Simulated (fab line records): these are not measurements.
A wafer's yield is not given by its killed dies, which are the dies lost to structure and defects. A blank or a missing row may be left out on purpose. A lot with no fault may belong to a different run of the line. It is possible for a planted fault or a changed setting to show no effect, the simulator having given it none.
Chamber matching | flow n5-finfet | N5_GATE_CUT_CMP_43 on cmp-04: 4 sister chambers
The step polishes SiO2. 8 wafers are shown with their chamber, then 10 later ones without.

## WAFERS PAIRED WITH THEIR CHAMBERS
wafer  | chamber | motor-current-A (A) | slurry-filter-dp-kPa (kPa)
L075.4 | 0       | 12.9                | 13.55
L081.2 | 2       | 14.4                | 13.64
L081.6 | 3       | 14.9                | 13.53
L084.2 | 0       | 12.7                | 13.51
L084.5 | 2       | 13.3                | 13.49
L084.6 | 1       | 12.8                | 13.37
L088.2 | 1       | 13.1                | 13.84
L088.3 | 3       | 15.0                | 13.58

## WAFERS WHOSE CHAMBER IS MISSING
wafer  | motor-current-A (A) | slurry-filter-dp-kPa (kPa)
L088.4 | 13.9                | 13.47
L093.2 | 14.9                | 13.73
L093.3 | 13.5                | 13.50
L093.4 | 12.8                | 13.55
L094.3 | 14.2                | 13.42
L094.5 | 13.7                | 13.65
L094.6 | 12.5                | 13.32
L095.2 | 12.6                | 13.51
L095.5 | 15.0                | 13.45
L095.6 | 13.1                | 13.42

## CHAMBER TAKEN BY EACH
wafer  | from the rows above          | in truth
L088.4 | can't be placed: 2 or 1      | 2
L093.2 | can't be placed: 3 or 2      | 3
L093.3 | can't be placed: 2 or 1 or 0 | 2
L093.4 | can't be placed: 0 or 1      | 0
L094.3 | can't be placed: 2 or 3      | 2
L094.5 | can't be placed: 2 or 1 or 0 | 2
L094.6 | can't be placed: 0 or 1      | 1
L095.2 | can't be placed: 0 or 1      | 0
L095.5 | 3                            | 3
L095.6 | can't be placed: 0 or 1 or 2 | 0
Placed correctly: 1 of 10. These rows do not allow placing 9 (true chamber among the candidates in 9). Placed wrongly: 0.
How it was worked out, from the rows above alone: a wafer's distance from a chamber is the root of the sum, over the readings, of the square of ((its reading less the chamber's mean) divided by the reading's scatter). The wafer belongs to the nearest chamber; if the next one is less than 2 further off, it can't be placed. The mean given for a chamber averages the wafers shown for that chamber. How the scatter is found: for the shown wafers, subtract from each reading the mean of its chamber, square and add these, divide the total by (wafers less chambers), then take the root.
